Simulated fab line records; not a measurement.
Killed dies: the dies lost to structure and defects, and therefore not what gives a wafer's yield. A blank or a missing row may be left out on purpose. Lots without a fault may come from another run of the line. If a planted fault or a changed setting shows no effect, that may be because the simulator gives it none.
Chamber matching	flow nand-harc	4 sister chambers for NHARC_P_M1_CMP_23 on cmp-04
The step polishes, t overpolish 20 s, target thk 157.82 nm. 4 wafers are shown with their chamber, then 7 later ones without.

== WAFERS PAIRED WITH THEIR CHAMBERS ==
wafer	chamber	motor-current-A (A)
L090.4	1	13.1
L090.6	0	10.3
L093.1	2	10.9
L093.2	3	10.2

== WAFERS WITHOUT THEIR CHAMBER ==
wafer	motor-current-A (A)
L093.3	13.4
L096.1	12.1
L096.4	9.7
L096.6	9.7
L095.3	9.8
L095.4	10.5
L095.6	10.7

== WHICH CHAMBER EACH WENT THROUGH ==
wafer	from the rows above	in truth
L093.3	1	1
L096.1	can't be placed: 1 or 2 or 0 or 3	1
L096.4	can't be placed: 3 or 0 or 2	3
L096.6	can't be placed: 3 or 0 or 2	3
L095.3	can't be placed: 3 or 0 or 2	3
L095.4	can't be placed: 0 or 3 or 2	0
L095.6	can't be placed: 2 or 0 or 3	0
1 of 7 placed correctly. Can't be placed from these rows: 6 (the true chamber is among the candidates in 6). Number placed wrongly: 0.
How it was worked out, from the rows above alone: a wafer's distance from a chamber is the root of the sum, over the readings, of the square of ((its reading less the chamber's mean) divided by the reading's scatter). If the next closest chamber is less than 2 further off than the closest, the wafer can't be placed; otherwise it belongs to the closest. A chamber's mean is the mean of its shown wafers. The scatter: with one shown wafer a chamber, the root of the mean of the squares of how far each hidden wafer lies from its nearest shown one.
